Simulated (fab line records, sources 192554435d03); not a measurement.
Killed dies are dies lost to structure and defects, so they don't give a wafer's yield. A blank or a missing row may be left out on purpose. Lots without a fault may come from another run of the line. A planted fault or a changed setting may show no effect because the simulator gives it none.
Split-lot experiment | flow n5_finfet | 7 lots, 21 wafers read, on a route of 1938 steps

THE SPLIT
At N5_BEOL_M3_ILD_DEP_00 (deposits SiOC from DEMS/O2, target thk 79 nm, time 15.3 s), the setting time_s was moved away from the recipe's 15.3 s on 10 of the 21 wafers read, by -14.7% to +14.7%. The other wafers ran this setting at the recipe's value.

The file shows no step between the split and the reading.

THE READING
M3_ILD_THK, in nm, at N5_BEOL_M3_THK_MEAS_01. Fault-free wafers of this fab line usually give 78.9 nm, standard deviation 1.1 nm.

wafer  | tool, chamber at the split | time_s as run, s | against the recipe | M3_ILD_THK, nm | against lot-mates on the recipe
L076.2 | pecvd-01, 1                | 15.3             | recipe             | 78.2           | -
L076.4 | pecvd-01, 0                | 15.3             | recipe             | 79.4           | -
L076.6 | pecvd-01, 2                | 15.3             | recipe             | 80.4           | -
L082.1 | pecvd-01, 1                | 14.35            | -6.2%              | 73.5           | -5.4
L082.2 | pecvd-01, 0                | 14.35            | -6.2%              | 74.7           | -4.2
L082.4 | pecvd-01, 0                | 15.3             | recipe             | 78.9           | -
L085.2 | pecvd-02, 0                | 14.63            | -4.4%              | 75.5           | -3.2
L085.3 | pecvd-02, 2                | 15.3             | recipe             | 78.7           | -
L085.5 | pecvd-02, 0                | 14.63            | -4.4%              | 76.0           | -2.7
L090.1 | pecvd-04, 2                | 14.09            | -7.9%              | 73.1           | -5.7
L090.2 | pecvd-04, 0                | 14.09            | -7.9%              | 72.1           | -6.7
L090.6 | pecvd-04, 1                | 15.3             | recipe             | 78.8           | -
L091.1 | pecvd-01, 1                | 13.05            | -14.7%             | 66.7           | -14.4
L091.4 | pecvd-01, 1                | 13.05            | -14.7%             | 68.1           | -13.0
L091.5 | pecvd-01, 2                | 15.3             | recipe             | 81.1           | -
L095.4 | pecvd-01, 0                | 17.55            | +14.7%             | 91.1           | +9.7
L095.5 | pecvd-01, 2                | 15.3             | recipe             | 81.4           | -
L095.6 | pecvd-01, 1                | 17.55            | +14.7%             | 92.0           | +10.6
L096.3 | pecvd-04, 0                | 15.3             | recipe             | 77.8           | -
L096.5 | pecvd-04, 1                | 15.3             | recipe             | 78.7           | -
L096.6 | pecvd-04, 0                | 15.3             | recipe             | 79.2           | -

THE FIT
A straight line over all 21 wafers: M3_ILD_THK changes by +0.826 nm for each +1% of time_s; r = +0.99; the points scatter about the line by 0.93 nm.
The same after taking each lot's own level away (the mean of its wafers on the recipe; 21 wafers): +0.791 nm for each +1%; r = +0.99; scatter 0.98 nm.
On that fit, the largest move of time_s shifts the reading by 12 nm.
The lots' own levels span 78.57 to 81.40 nm, that is 2.6 times the standard deviation above.
So the lot-to-lot level changes the slope little: the two slopes agree.
Check: with one of the wafers moved furthest among these (-14.7%) left out of the fit, the line predicts -11.3 nm for it against its lot-mates. It came out at -14.4 nm against them.

OTHER SPLITS ON THESE WAFERS
These wafers also went through other splits before the reading. Each is held against what the fit with the lots' levels taken away leaves over:
other split on the same wafers   | wafers away from the commonest value | r with M3_ILD_THK (lot level and that fit taken away)
N5_BEOL_M2_TRENCH_ETCH_37 time_s | 8                                    | +0.17

THE WHOLE CHAIN: every reading that the file lists as answering this split, in the file's order
step                   | what it does                                              | reading                                                                            | change (the file's fit)               | r (the file's)
N5_BEOL_M3_ILD_DEP_00  | deposits SiOC from DEMS/O2, target thk 79 nm, time 15.3 s | SiOC_of_BEOL_M3_ILD_DEP_00.thk_nm (the simulator's own value, which no gauge read) | +0.801 nm for each +1% of the setting | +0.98
N5_BEOL_M3_THK_MEAS_01 |                                                           | M3_ILD_THK                                                                         | +0.8 for each +1% of the setting      | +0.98

THE FILE'S OWN FIT
M3_ILD_THK changes by +0.8 nm for each +1% of time_s, r = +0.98.
